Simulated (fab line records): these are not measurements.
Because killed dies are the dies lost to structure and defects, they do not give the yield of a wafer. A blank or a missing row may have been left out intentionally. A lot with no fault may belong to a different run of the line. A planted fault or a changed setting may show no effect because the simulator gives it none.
A struck lot beside a sound one    flow n5Finfet    14 out of 1938 route steps
Sound: the wafers L196.1, L196.2, L196.4. Wafers struck: L193.2, L193.4, L193.6. The cause is named last.
Each step with rows lists, per side, the tool, then ch with its chambers, then its first start. Under that, the readings that differ: sound wafers    struck wafers    difference of the means    sigmas: that difference in standard deviations of wafers without a fault.
alike: same words and numbers on both sides, and readings whose means sit less than 2 such deviations apart. not compared: any withheld reading, any reading some wafer has no value for, any bound like >300 that may hide the same value, and any number with overlapping values for which the record gives no deviation.
Wherever a step has rows on one side only, a row that says differs or no value, or a row with sigmas, the two part there. When numbers do not overlap yet have no deviation, they are printed without sigmas and do not part them. A reading missing from all wafers of one side parts the sides only when that side holds two or more wafers.

first, 4 steps without rows for these wafers: N5_BEOL_M15_EXPOSE_25 (exposes mask M15, target cd 400 nm); N5_BEOL_M15_PEB_26 (peb time 90 s); N5_BEOL_M15_DEVELOP_27 (develop time 45 s); N5_BEOL_M15_HARDBAKE_32 (time 120 s).
N5_BEOL_M15_CD_MEAS_28 targets a cd of 407.6 nm.
  sound on cdSem-03 ch 0, day 15 05:00; struck on cdSem-01 ch 0, day 13 22:49
  alike: cdNm
N5_BEOL_M15_OVL_MEAS_29:
  sound on overlay-02 ch 0, day 15 05:02; struck on overlay-01 ch 0, day 13 22:50
  alike: M15_OVL
N5_BEOL_M15_INSPECT_30: inspects for defects (macro).
  struck on defectInspect-02, day 13 22:52; sound on defectInspect-02, day 15 05:04
  alike: rawDefectCount
N5_BEOL_M15_DESCUM_33: chemistry O2, time 7.9 s.
  sound on rieDiel-03 ch 1,2,3, day 15 05:06; struck on rieDiel-01 ch 2,3, day 14 00:24
  alike: drypumpMotorCurrentA, oesProductAu, rfVppV, showerheadPlenumPTorr, throttleValvePct
  not compared: rfHoursCounterH
N5_BEOL_M15_ETCH_61: etches BARC in N2/H2, target depth 89 nm, overetch 26.7 nm, time 67.9 s.
  sound on rieDiel-03 ch 1,2,3, day 15 05:08; struck on rieDiel-01 ch 2,3, day 14 00:26
  alike: drypumpMotorCurrentA, oesProductAu, rfVppV, showerheadPlenumPTorr, throttleValvePct
  not compared: rfHoursCounterH
N5_BEOL_M15_TRENCH_ETCH_34: etches SiO2 in C4F8/O2/Ar, target depth 872.93 nm, time 199 s.
  sound on rieDiel-03 ch 1,2,3, day 15 05:11; struck on rieDiel-01 ch 2,3, day 14 00:29
  alike: drypumpMotorCurrentA, heOuterTorr, oesProductAu, rfVppV, showerheadPlenumPTorr, throttleValvePct
  not compared: rfHoursCounterH
N5_BEOL_M15_STRIP_36: strips in O2.
  sound on rieDiel-04 ch 0,1,2, day 15 09:10; struck on rieDiel-03 ch 0,1,2, day 14 03:11
  alike: chamberPressureMTorr, drypumpMotorCurrentA, oesProductAu, rfVppV, showerheadPlenumPTorr, throttleValvePct
  not compared: rfHoursCounterH
N5_BEOL_M15_STRIP_62: strips in O2.
  sound on rieDiel-04 ch 0,1,2, day 15 09:12; struck on rieDiel-03 ch 0,1,2, day 14 03:13
  no value came back on the struck wafers for any of 7 readings (biasPowerW (W), chamberPressureMTorr (mTorr) and others); on the sound wafers biasPowerW (W) reads 0 0 0
reading                                    sound  struck          difference  sigmas
model.BARC_of_BEOL_M15_COAT_60.thkNm (nm)  0 0 0  89.6 89.4 89.6  +89.5       
  not compared: rfHoursCounterH
N5_BEOL_M15_STRIP_37: strips in O2.
  sound: rieDiel-04 ch 0,1,2; struck: rieDiel-03 ch 0,1,2
  alike: chamberPressureMTorr, drypumpMotorCurrentA, oesProductAu, rfVppV, showerheadPlenumPTorr, throttleValvePct
  not compared: rfHoursCounterH
N5_PASSIVATION_PROBE_49:
  struck on prober-02, day 14 18:14; sound on prober-02, day 16 03:35
  alike: defectLimitedYield, killed_at_M0_to_M3, killed_at_M4_up, killedAtContacts, killedAtFrontEnd, killedAtOther, killedDies, killedOpen, killedShort, sort_bin_5_function, sort_bin_6_memory, sortNPass, sortYieldPct

== WHERE THEY PART ==
At N5_BEOL_M15_STRIP_62 and nowhere else, as far as this record goes. Later steps at which nothing parts them and some readings are alike: N5_BEOL_M15_STRIP_37, N5_PASSIVATION_PROBE_49.

WHY: what the simulator had put in
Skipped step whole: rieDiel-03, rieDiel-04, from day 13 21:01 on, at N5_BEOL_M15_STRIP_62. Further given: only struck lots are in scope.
